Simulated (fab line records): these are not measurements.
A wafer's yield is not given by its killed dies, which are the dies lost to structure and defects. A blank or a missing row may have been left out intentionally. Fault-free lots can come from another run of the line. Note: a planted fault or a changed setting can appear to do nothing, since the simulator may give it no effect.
fab line records	flow nand_harc	part 2 of 2: steps 5 to 6 of 6
[record] lots = 24	wafers = 72	last_day = 34
route steps=1302 shown A_STAIRCASE@686
lots that met no fault: taken from a fault-free run of the same line
start_h: the number of hours between the record's first day and the start of the first shown wafer of the lot	wait_h: time in hours since the lot's previous step	" same as the row above	L1.1+2: a single row standing in for several wafers	- either no value or no given start	* or withheld: withheld	< > ~ a bound
route shown NAME@n: NAME is a module with steps in the file, n the number in the route of the first one	usual: mean/standard deviation of fault-free wafers	same: alike in all rows	chamber/n: place in a boat	sites: the reading at each site	_std_site: the values' standard deviation	_edge_site: inner sites' mean taken away from outer sites' mean	radius_mm: how far each site lies from the wafer's centre	mask NAME#n: copy n	behind: the tool/chamber that last shaped the wafer	hold: why the lot went on hold/how many hours it stayed there/how the hold came to an end	device: the n, p or np transistor that did not switch	end of line: at the end of the route, the tests of the same wafers	a step without rows: its recipe alone	killed: at the first sort, the dies lost to defects and structure; wafer yield is something else	map: the dies of a wafer, with x for killed, . for not killed, _ for no die there
set.NAME: the setting as run; set.NAME@STEP: as run at that earlier step	model.NAME: the simulator's own value behind a step, which no gauge read
a sample of lots followed through the steps of the route, with each step as a table and each wafer as a row
services: a tool's chamber out of use, with start hour (start_h, from the record's first day; less than 0 if before it), hours out, and reason
[[steps]]
[step NHARC_A_STAIRCASE_TRIM_235]
[recipe] time_s = 211.2	o2_flow_sccm = 500	ar_flow_sccm = 0	bias_w = 0	chemistry = O2
[usual] drypump_motor_current_A = 5.9/0.52	oes_product_au = 1.003/0.011	rf_vpp_V = 57.9/0.92	showerhead_plenum_p_Torr = 3.59/0.16	throttle_valve_pct = 17.036/0.0096
lot.wafer	tool	chamber	start_h	wait_h	drypump_motor_current_A	oes_product_au	rf_hours_counter_h	rf_vpp_V	showerhead_plenum_p_Torr	throttle_valve_pct
L075.3	rie_diel-04	1	-	-	6.1	0.992	0	58.8	3.81	17.021
L075.1	"	2	"	"	6.3	0.992	0	58.9	3.81	17.048
L075.4	"	3	"	"	6.1	0.995	0	56.1	3.74	17.034
L074.3	rie_diel-12	1	-	-	6.7	0.990	26	57.0	3.65	17.049
L074.1	"	3	"	"	5.9	1.007	25	59.2	3.67	17.050
L074.5	"	2	"	"	5.3	0.996	-	56.4	3.39	17.038
L076.4	rie_diel-12	1	-	-	6.7	0.981	34	58.0	3.64	17.038
L076.1	"	3	"	"	5.9	1.015	34	58.7	3.67	17.033
L076.6	"	0	"	"	5.8	1.001	-	56.7	3.29	17.034
L078.4	rie_diel-12	2	397.62	-	5.3	1.002	35	56.9	3.38	17.033
L078.3	"	3	"	"	5.9	1.009	37	58.6	3.67	17.035
L078.6	"	2	"	"	5.3	1.014	-	57.5	3.38	17.039
L079.1	rie_diel-12	2	-	-	5.3	1.003	37	57.7	3.38	17.026
L079.5	"	0	"	"	5.8	1.000	-	56.4	3.29	17.034
L079.4	"	1	"	"	6.7	0.981	-	57.4	3.64	17.036
L077.3	rie_diel-04	3	-	-	6.1	1.001	16	58.8	3.73	17.030
L077.5	"	0	"	"	5.3	1.020	-	56.9	3.46	17.047
L077.6	"	1	"	"	6.0	0.973	-	58.4	3.80	17.035
L080.2	rie_diel-02	1	-	-	5.1	0.996	6	57.6	3.53	17.026
L080.4	"	0	"	"	6.7	0.984	7	57.9	3.63	17.040
L080.6	"	1	"	"	5.1	1.002	-	56.8	3.53	17.020
L081.3	rie_diel-04	0	-	-	5.3	1.014	20	56.3	3.46	17.033
L081.4	"	2	"	"	6.3	0.988	27	58.6	3.79	17.022
L081.5	"	0	"	"	5.3	1.003	-	59.0	3.46	17.038
L083.3	rie_diel-02	1	-	-	5.1	0.992	10	58.3	3.52	17.026
L083.1	"	2	"	"	5.6	1.000	10	58.7	3.54	17.022
L083.2	"	3	"	"	5.6	1.002	11	56.8	3.63	17.034
L082.3	rie_diel-04	3	-	-	6.1	1.002	30	58.7	3.72	17.027
L082.5	"	1	"	"	6.0	0.998	-	58.0	3.79	17.037
L082.6	"	2	"	"	6.3	0.997	-	56.9	3.79	17.034
L084.2	rie_diel-12	2	-	-	5.3	1.008	2	58.0	3.37	17.041
L084.3	"	3	"	"	5.9	1.003	2	58.0	3.66	17.042
L084.6	"	2	"	"	5.3	1.012	-	57.0	3.37	17.032
L085.4	rie_diel-12	2	-	-	5.3	1.024	7	56.0	3.37	17.032
L085.5	"	3	"	"	5.9	1.016	-	58.6	3.66	17.034
L085.6	"	0	"	"	5.8	1.019	-	58.4	3.80	17.034
L086.2	rie_diel-12	0	-	-	5.8	0.997	9	56.9	3.80	17.045
L086.5	"	0	"	"	5.8	0.991	-	57.3	3.80	17.038
L086.6	"	1	"	"	6.7	0.997	-	56.5	3.63	17.039
L087.2	rie_diel-04	0	-	-	5.3	1.022	42	57.4	3.44	17.038
L087.3	"	2	"	"	6.3	0.994	50	58.4	3.78	17.033
L087.6	"	1	"	"	6.1	1.004	-	59.3	3.78	17.041
L089.3	rie_diel-12	2	-	-	5.3	1.020	13	58.0	3.37	17.019
L089.4	"	3	"	"	5.9	1.006	20	57.5	3.65	17.022
L089.5	"	2	"	"	5.3	1.017	-	59.0	3.37	17.035
L088.4	rie_diel-12	2	-	-	5.3	1.013	13	56.9	3.37	17.042
L088.3	"	3	"	"	5.9	1.005	21	57.3	3.65	17.042
L088.6	"	1	"	"	6.7	1.003	-	57.7	3.62	17.027
L091.1	rie_diel-12	2	-	-	5.3	1.012	15	58.0	3.36	17.074
L091.4	"	0	"	"	5.8	1.006	24	58.0	3.79	17.041
L091.6	"	1	"	"	6.7	1.000	-	58.7	3.62	17.037
L090.3	rie_diel-02	1	-	-	5.1	1.002	38	58.2	3.51	17.035
L090.2	"	0	"	"	6.7	0.988	41	59.4	3.61	17.043
L090.6	"	1	"	"	5.1	0.997	-	58.6	3.51	17.036
L092.4	rie_diel-12	2	-	-	5.3	1.002	20	57.3	3.36	17.033
L092.3	"	0	"	"	5.8	0.998	31	58.4	3.79	17.043
L092.5	"	2	"	"	5.3	1.003	-	57.7	3.36	17.032
L093.4	rie_diel-12	0	-	-	5.8	1.000	33	57.9	3.79	17.046
L093.2	"	1	"	"	6.7	1.004	37	57.0	3.61	17.036
L093.3	"	2	"	"	5.3	1.008	24	58.2	3.36	17.054
L094.4	rie_diel-12	0	-	-	5.8	1.021	38	59.5	3.79	17.046
L094.5	"	1	"	"	6.7	0.990	-	58.4	3.61	17.024
L094.6	"	2	"	"	5.3	1.008	-	57.9	3.36	17.048
L095.2	rie_diel-12	0	-	-	5.8	1.025	47	59.7	3.78	17.032
L095.4	"	2	"	"	5.3	1.018	37	56.8	3.35	17.037
L095.5	"	1	"	"	6.7	0.999	-	58.7	3.60	17.024
L096.1	rie_diel-12	2	-	-	5.3	1.027	37	57.3	3.35	17.020
L096.4	"	3	"	"	5.9	1.015	42	58.4	3.64	17.033
L096.5	"	0	"	"	5.8	1.007	-	58.0	3.78	17.041
L097.1	rie_diel-04	1	-	-	6.0	0.992	20	58.3	3.76	17.040
L097.3	"	2	"	"	6.3	0.991	20	58.7	3.76	17.038
L097.5	"	0	"	"	5.3	1.015	-	57.0	3.43	17.054
[step NHARC_A_STAIRCASE_STRIP_254]
[recipe] power_w = 1500	temp_c = 250	chemistry = O2
[usual] drypump_motor_current_A = 5.7/0.4	heater_power_w = 308/14
lot.wafer	tool	chamber	start_h	wait_h	drypump_motor_current_A	heater_power_w	rf_hours_counter_h
L075.1	plasma_asher-01	1	371.19	-	5.6	296	4
L075.3	"	0	"	"	5.4	312	-
L075.4	"	1	"	"	5.5	296	-
L074.1	plasma_asher-02	1	371.50	-	6.5	334	28
L074.3	"	1	"	"	6.5	328	-
L074.5	"	1	"	"	6.5	321	-
L076.1	plasma_asher-01	1	390.68	-	5.5	296	8
L076.4	"	0	"	"	5.4	305	-
L076.6	"	0	"	"	5.4	314	-
L078.3	plasma_asher-01	1	399.85	-	5.5	298	-
L078.4	"	0	"	"	5.4	314	-
L078.6	"	0	"	"	5.4	314	-
L079.1	plasma_asher-01	0	403.82	-	5.4	312	10
L079.4	"	0	"	"	5.4	318	-
L079.5	"	0	"	"	5.4	313	-
L077.3	plasma_asher-01	0	404.15	-	5.4	314	-
L077.5	"	0	"	"	5.4	318	-
L077.6	"	1	"	"	5.6	293	-
L080.2	plasma_asher-02	0	424.23	-	6.0	302	37
L080.4	"	1	"	"	6.5	325	-
L080.6	"	1	"	"	6.5	323	-
L081.3	plasma_asher-01	1	434.81	-	5.5	299	-
L081.4	"	0	"	"	5.4	318	-
L081.5	"	0	"	"	5.4	313	-
L083.1	plasma_asher-01	0	441.71	-	5.4	311	19
L083.2	"	1	"	"	5.5	298	19
L083.3	"	1	"	"	5.6	295	-
L082.3	plasma_asher-02	1	444.91	-	6.5	324	-
L082.5	"	0	"	"	6.0	291	-
L082.6	"	1	"	"	6.5	321	-
L084.2	plasma_asher-01	0	464.10	-	5.4	312	23
L084.3	"	1	"	"	5.5	289	-
L084.6	"	1	"	"	5.5	288	-
L085.4	plasma_asher-02	1	483.05	-	6.5	328	-
L085.5	"	0	"	"	6.0	294	-
L085.6	"	1	"	"	6.5	326	-
L086.2	plasma_asher-01	0	488.92	-	5.4	319	28
L086.5	"	1	"	"	5.5	279	-
L086.6	"	0	"	"	5.4	313	-
L087.2	plasma_asher-02	0	496.21	-	6.0	300	13
L087.3	"	1	"	"	6.5	323	-
L087.6	"	0	"	"	6.0	301	-
L089.4	plasma_asher-01	1	515.75	-	5.5	304	-
L089.3	"	0	"	"	5.4	333	-
L089.5	"	1	"	"	5.5	293	-
L088.3	plasma_asher-01	0	517.81	-	5.4	307	-
L088.4	"	1	"	"	5.6	294	-
L088.6	"	0	"	"	5.4	322	-
L091.1	plasma_asher-02	0	526.53	-	6.0	295	21
L091.4	"	0	"	"	6.0	295	-
L091.6	"	1	"	"	6.5	323	-
L090.2	plasma_asher-02	1	527.89	-	6.5	326	23
L090.3	"	1	"	"	6.5	324	-
L090.6	"	1	"	"	6.5	333	-
L092.3	plasma_asher-01	0	539.59	-	5.4	331	-
L092.4	"	1	"	"	5.5	305	-
L092.5	"	0	"	"	5.4	323	-
L093.2	plasma_asher-02	1	543.07	-	6.5	326	25
L093.4	"	0	"	"	6.0	297	-
L093.3	"	1	"	"	6.4	331	-
L094.4	plasma_asher-01	0	562.45	-	5.4	341	-
L094.5	"	0	"	"	5.4	328	-
L094.6	"	1	"	"	5.5	294	-
L095.2	plasma_asher-01	0	582.26	-	5.4	334	11
L095.4	"	0	"	"	5.4	318	-
L095.5	"	1	"	"	5.6	295	-
L096.1	plasma_asher-01	0	582.69	-	5.4	329	11
L096.4	"	0	"	"	5.4	325	-
L096.5	"	1	"	"	5.6	292	-
L097.1	plasma_asher-01	0	604.76	-	5.4	325	17
L097.3	"	1	"	"	5.6	290	-
L097.5	"	1	"	"	5.5	295	-
[[services]]
tool	chamber	start_h	hours	kind
plasma_asher-01	-	342.00	9.0	pm
plasma_asher-01	0	342.00	9.0	vent_cycle
plasma_asher-01	1	342.00	9.0	vent_cycle
rie_diel-02	2	352.48	2.9	repair
rie_diel-04	0	354.57	4.2	repair
plasma_asher-01	-	356.83	2.4	repair
rie_diel-04	-	359.22	9.0	pm
rie_diel-02	-	371.02	0.4	repair
rie_diel-04	-	387.35	0.5	repair
rie_diel-02	-	397.36	9.0	pm
rie_diel-04	0	402.33	7.7	repair
rie_diel-02	-	416.53	0.6	repair
plasma_asher-02	-	426.24	9.0	pm
rie_diel-12	-	447.28	9.0	pm
plasma_asher-01	-	450.46	6.5	repair
rie_diel-02	3	455.29	2.5	repair
rie_diel-02	1	464.31	4.4	repair
rie_diel-12	2	499.02	10.7	repair
plasma_asher-01	-	519.00	9.0	pm
rie_diel-12	2	519.50	1.4	repair
rie_diel-04	-	536.33	9.0	pm
rie_diel-02	-	574.52	9.0	pm
rie_diel-12	3	596.29	4.9	repair
plasma_asher-02	-	603.24	9.0	pm
